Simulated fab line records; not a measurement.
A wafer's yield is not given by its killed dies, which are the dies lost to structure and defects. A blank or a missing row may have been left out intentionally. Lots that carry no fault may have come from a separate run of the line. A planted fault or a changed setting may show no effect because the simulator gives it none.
Matching of chambers || flow nand-harc || NHARC_A_ZERO_WELL_ETCH_19 on rie-diel-03 has 4 sister chambers
The step etches the open film in N2/H2, target depth 80 nm, overetch 24 nm, time 87.88 s. 4 wafers are shown with their chamber, then 7 later ones without.

EACH WAFER AND ITS CHAMBER
{"wafer": "L456.1", "chamber": 2, "showerhead-plenum-p-Torr (Torr)": 1.95}
{"wafer": "L456.5", "chamber": 1, "showerhead-plenum-p-Torr (Torr)": 1.99}
{"wafer": "L457.1", "chamber": 0, "showerhead-plenum-p-Torr (Torr)": 1.92}
{"wafer": "L457.3", "chamber": 3, "showerhead-plenum-p-Torr (Torr)": 2.18}

WAFERS WITHOUT THEIR CHAMBER
{"wafer": "L457.4", "showerhead-plenum-p-Torr (Torr)": 1.95}
{"wafer": "L467.1", "showerhead-plenum-p-Torr (Torr)": 2.18}
{"wafer": "L467.3", "showerhead-plenum-p-Torr (Torr)": 1.98}
{"wafer": "L467.4", "showerhead-plenum-p-Torr (Torr)": 1.91}
{"wafer": "L468.1", "showerhead-plenum-p-Torr (Torr)": 1.98}
{"wafer": "L468.4", "showerhead-plenum-p-Torr (Torr)": 1.95}
{"wafer": "L468.5", "showerhead-plenum-p-Torr (Torr)": 1.95}

CHAMBER TAKEN BY EACH
{"wafer": "L457.4", "from the rows above": 2, "in truth": 2}
{"wafer": "L467.1", "from the rows above": 3, "in truth": 3}
{"wafer": "L467.3", "from the rows above": 1, "in truth": 1}
{"wafer": "L467.4", "from the rows above": 0, "in truth": 0}
{"wafer": "L468.1", "from the rows above": 1, "in truth": 1}
{"wafer": "L468.4", "from the rows above": 2, "in truth": 2}
{"wafer": "L468.5", "from the rows above": 2, "in truth": 2}
Correctly placed: 7 of 7. Number that these rows cannot place: 0. Number placed wrongly: 0.
How it was worked out, from the rows above alone: a wafer's distance from a chamber is the root of the sum, over the readings, of the square of ((its reading less the chamber's mean) divided by the reading's scatter). The wafer belongs to the nearest chamber; if the next one is less than 2 further off, it can't be placed. A chamber's mean is the mean of its shown wafers. The scatter: with one shown wafer a chamber, the root of the mean of the squares of how far each hidden wafer lies from its nearest shown one.
